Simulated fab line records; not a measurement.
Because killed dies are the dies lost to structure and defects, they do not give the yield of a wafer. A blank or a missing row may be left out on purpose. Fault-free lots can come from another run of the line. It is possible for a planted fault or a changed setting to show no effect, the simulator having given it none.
Which tool is to blame? -- flow n5 finfet -- 27 wafers from 9 lots sampled at 6 of the route's 1938 steps

== WHAT THE GAUGES READ, wafer by wafer ==
N5_MOL_CONTACT_COAG_OVL_MEAS_41. Usual: VD_OVL typically reads -0.2 nm, with standard deviation 0.54.
lot,measured,on,VD_OVL (nm),flag
L846,day 5 23:11,overlay-01,-0.7 0.1 0.3,
L847,day 6 05:47,overlay-01,0.0 0.9 0.5,
L848,day 6 18:09,overlay-01,0.6 -0.3 0.1,
L849,day 6 18:23,overlay-02,-0.6 -0.5 -0.7,
L850,day 6 23:41,overlay-02,0.2 0.6 0.7,
L853,day 7 19:01,overlay-02,-0.2 0.3 -0.6,
L859,day 9 13:08,overlay-01,12.2 11.5 12.3,OFF
L862,day 9 20:56,overlay-01,11.7 12.6 12.3,OFF
L865,day 10 18:22,overlay-02,0.2 0.5 -0.1,

N5_MOL_CONTACT_COAG_INSPECT_42: inspects for defects (brightfield). Usual: raw defect count 195, standard deviation 52.
lot,measured,on,raw defect count,flag
L846,day 5 23:15,defect inspect-01,146 148 226,
L847,day 6 05:51,defect inspect-02,175 180 240,
L848,day 6 18:12,defect inspect-01,200 271 237,
L849,day 6 18:26,defect inspect-02,134 148 124,
L850,day 6 23:45,defect inspect-01,194 173 155,
L853,day 7 19:04,defect inspect-02,144 170 184,
L859,day 9 13:11,defect inspect-02,301 228 186,
L862,day 9 21:00,defect inspect-02,136 185 166,
L865,day 10 18:25,defect inspect-02,164 187 289,

N5_BEOL_M4_RC_MEAS_101. Usual: DIBL_N 36.4 mV/V, standard deviation 1.5; DIBL_P 36.6 mV/V, standard deviation 1.9; IOFF_N 0.155 nA/um, standard deviation 0.021; IOFF_P 0.211 nA/um, standard deviation 0.028; ION_N 671 uA/um, standard deviation 8.6; ION_P 462 uA/um, standard deviation 5.8; SS_N 71.5 mV/dec, standard deviation 0.5; SS_P 73.4 mV/dec, standard deviation 0.58; VT_N 250.1 mV, standard deviation 2.4; VT_P -250.1 mV, standard deviation 3.
lot,measured,on,DIBL_N (mV/V),DIBL_P (mV/V),IOFF_N (nA/um),IOFF_P (nA/um),ION_N (uA/um),ION_P (uA/um),SS_N (mV/dec),SS_P (mV/dec),VT_N (mV),VT_P (mV),flag
L846,day 8 18:28,prober-01,37.2 38.2 34.9,39.2 39.4 36.1,0.161 0.176 0.127,0.217 0.220 0.173,673 674 660,462 460 453,71.3 72.0 71.1,73.6 73.9 72.8,252.4 250.6 256.3,-251.4 -250.6 -252.3,
L847,day 8 18:59,prober-02,35.9 34.8 36.2,35.7 34.6 35.7,0.146 0.130 0.145,0.173 0.158 0.171,668 665 664,450 448 456,71.1 70.9 70.9,73.6 73.4 73.4,250.3 251.9 248.6,-254.6 -256.9 -255.1,
L848,day 8 22:37,prober-01,34.9 34.0 33.9,34.8 33.9 33.5,0.137 0.129 0.126,0.224 0.204 0.202,657 661 660,464 463 466,70.6 70.9 71.0,72.8 72.6 72.7,254.1 256.0 249.6,-246.3 -251.0 -251.1,
L849,day 9 15:51,prober-02,36.5 34.8 36.1,36.7 33.9 36.1,0.155 0.126 0.144,0.208 0.179 0.205,673 664 669,460 459 462,71.6 71.2 71.3,73.4 72.0 73.7,250.9 250.4 252.1,-250.0 -253.1 -252.4,
L850,day 9 16:14,prober-01,37.1 36.5 36.7,38.8 37.6 38.3,0.171 0.168 0.163,0.237 0.222 0.237,675 674 675,466 463 464,72.0 71.3 71.5,73.4 73.5 73.5,248.3 247.9 249.0,-246.5 -247.4 -246.5,
L853,day 10 14:41,prober-02,35.1 34.4 33.7,37.2 36.2 35.3,0.155 0.144 0.133,0.237 0.221 0.204,672 669 662,468 458 461,71.5 71.2 71.7,73.1 73.0 72.8,249.5 250.6 252.6,-246.7 -246.5 -252.6,
L859,day 12 09:46,prober-01,37.7 37.2 38.2,37.4 37.2 38.3,0.158 0.149 0.169,0.238 0.240 0.260,669 665 671,463 462 471,72.0 71.5 71.9,73.7 73.4 73.4,249.9 249.9 249.4,-249.9 -250.2 -246.3,
L862,day 12 16:26,prober-01,36.9 37.9 37.3,37.3 38.5 37.8,0.160 0.186 0.171,0.221 0.218 0.209,665 686 677,459 461 460,71.8 71.9 71.3,73.4 73.7 73.5,252.5 247.3 247.6,-247.9 -250.5 -250.5,
L865,day 13 09:25,prober-01,32.6 34.9 34.2,33.7 35.5 34.8,0.128 0.152 0.143,0.168 0.209 0.188,670 677 679,469 471 467,71.4 71.3 71.7,72.8 73.7 73.1,252.5 249.9 251.6,-250.6 -246.6 -253.1,

== TOOL THAT RAN EACH LOT (tool first, then ch and the chambers of the sampled wafers, then the start) ==
lot,N5_MOL_CONTACT_COAG_ETCH_89,N5_MOL_CONTACT_COAG_STRIP_119,N5_MOL_CONTACT_COAG_EXPOSE_37
L846,"rie diel-01 ch 0,2, day 5 22:04","plasma asher-01 ch 0,1, day 5 22:42","euv scanner-02 ch 0, day 5 23:01"
L847,"rie diel-06 ch 1,2,3, day 6 04:40","plasma asher-01 ch 0,1, day 6 05:18","euv scanner-02 ch 0, day 6 05:37"
L848,"rie diel-06 ch 0,1,2, day 6 16:52","plasma asher-02 ch 0,1, day 6 17:32","euv scanner-01 ch 0, day 6 17:58"
L849,"rie diel-04 ch 0,1,3, day 6 17:08","plasma asher-02 ch 0,1, day 6 17:45","euv scanner-02 ch 0, day 6 18:13"
L850,"rie diel-04 ch 0,3, day 6 22:34","plasma asher-02 ch 0,1, day 6 23:11","euv scanner-02 ch 0, day 6 23:31"
L853,"rie diel-04 ch 0,1,2, day 7 17:29","plasma asher-02 ch 0,1, day 7 18:23","euv scanner-02 ch 0, day 7 18:50"
L859,"rie diel-01 ch 0,2,3, day 9 11:50","plasma asher-01 ch 0,1, day 9 12:38","euv scanner-02 ch 0, day 9 12:57"
L862,"rie diel-06 ch 1,2,3, day 9 19:42","plasma asher-01 ch 0,1, day 9 20:19","euv scanner-02 ch 0, day 9 20:46"
L865,"rie diel-04 ch 0,1,2, day 10 17:07","plasma asher-02 ch 0,1, day 10 17:44","euv scanner-01 ch 0, day 10 18:11"
- N5_MOL_CONTACT_COAG_ETCH_89: etches underlayer in N2/H2, target depth 13 nm, time 10.4 s.
- N5_MOL_CONTACT_COAG_STRIP_119: strips in N2/H2, time 30 s.
- N5_MOL_CONTACT_COAG_EXPOSE_37: exposes mask VD, defocus 0 nm.

== WHAT THE TOOLS THEMSELVES READ (means of the sampled wafers that have a number; where no wafer has one, the mark that the record gives instead) ==
N5_MOL_CONTACT_COAG_ETCH_89. Usual: drypump motor current A 5.7 A, standard deviation 0.5; etch rf on time s 10.39 s, standard deviation 0.16; n2 flow sccm 200.0 sccm, standard deviation 0.55; oes product au 0.66 a.u., standard deviation 0.079; rf vpp V 524.0 V, standard deviation 2.4; showerhead plenum p Torr 2.55 Torr, standard deviation 0.085; throttle valve pct 17.90 %, standard deviation 0.19.
lot,tool,drypump motor current A (A),etch rf on time s (s),n2 flow sccm (sccm),oes product au (a.u.),rf vpp V (V),showerhead plenum p Torr (Torr),throttle valve pct (%),flag
L846,rie diel-01,5.4,10.38,200.0,0.62,524.3,2.57,17.95,
L847,rie diel-06,5.8,10.28,200.1,0.62,524.4,2.56,17.92,
L848,rie diel-06,5.4,10.45,199.8,0.62,525.2,2.56,17.96,
L849,rie diel-04,5.6,10.34,199.8,0.62,522.5,2.49,17.95,
L850,rie diel-04,5.6,10.38,199.7,0.61,522.2,2.49,18.08,
L853,rie diel-04,5.9,10.47,199.3,0.68,524.9,2.58,18.03,
L859,rie diel-01,5.5,10.29,199.7,0.72,524.8,2.58,17.84,
L862,rie diel-06,5.9,10.51,199.9,0.66,523.9,2.55,17.82,
L865,rie diel-04,5.9,10.40,200.1,0.72,524.5,2.57,17.93,

N5_MOL_CONTACT_COAG_STRIP_119. Usual: drypump motor current A 5.5 A, standard deviation 0.6; heater power w 324 W, standard deviation 18; n2 flow sccm 1750 sccm, standard deviation 5.5.
lot,tool,drypump motor current A (A),heater power w (W),n2 flow sccm (sccm),flag
L846,plasma asher-01,5.4,325,1751,
L847,plasma asher-01,5.4,325,1745,
L848,plasma asher-02,6.1,317,1747,
L849,plasma asher-02,5.8,337,1746,
L850,plasma asher-02,5.8,336,1753,
L853,plasma asher-02,5.8,336,1753,
L859,plasma asher-01,5.0,317,1748,
L862,plasma asher-01,5.0,323,1747,
L865,plasma asher-02,6.1,326,1753,

== THE ANSWER, worked out from the rows above alone ==
Rule: take the mean of a lot's wafers that have a number; if it is more than 3 standard deviations from the usual mean, the lot is off. Also off: a lot with no number at a reading for which 4 or more lots have one. Where the step has rows for the other lots, those lots are counted as sound. The gauges are gone through in route order, then the tools' own readings, and for those a lot's mean is taken as printed above. At the first step where some lot is off, the reading lying furthest off is the one used; lots without a number count as furthest.
Off: L859, L862, at N5_MOL_CONTACT_COAG_OVL_MEAS_41 (VD_OVL).
If a tool, at a process step before that reading, ran all the lots that are off and no sound lot after the first of them, it fits. The gauges at N5_MOL_CONTACT_COAG_OVL_MEAS_41 are tried like those tools. Can't be told from this: 3 tools fit, plasma asher-01 at N5_MOL_CONTACT_COAG_STRIP_119, euv scanner-02 at N5_MOL_CONTACT_COAG_EXPOSE_37, overlay-01 at N5_MOL_CONTACT_COAG_OVL_MEAS_41.

== WHAT HAD BEEN PUT IN BY THE SIMULATOR ==
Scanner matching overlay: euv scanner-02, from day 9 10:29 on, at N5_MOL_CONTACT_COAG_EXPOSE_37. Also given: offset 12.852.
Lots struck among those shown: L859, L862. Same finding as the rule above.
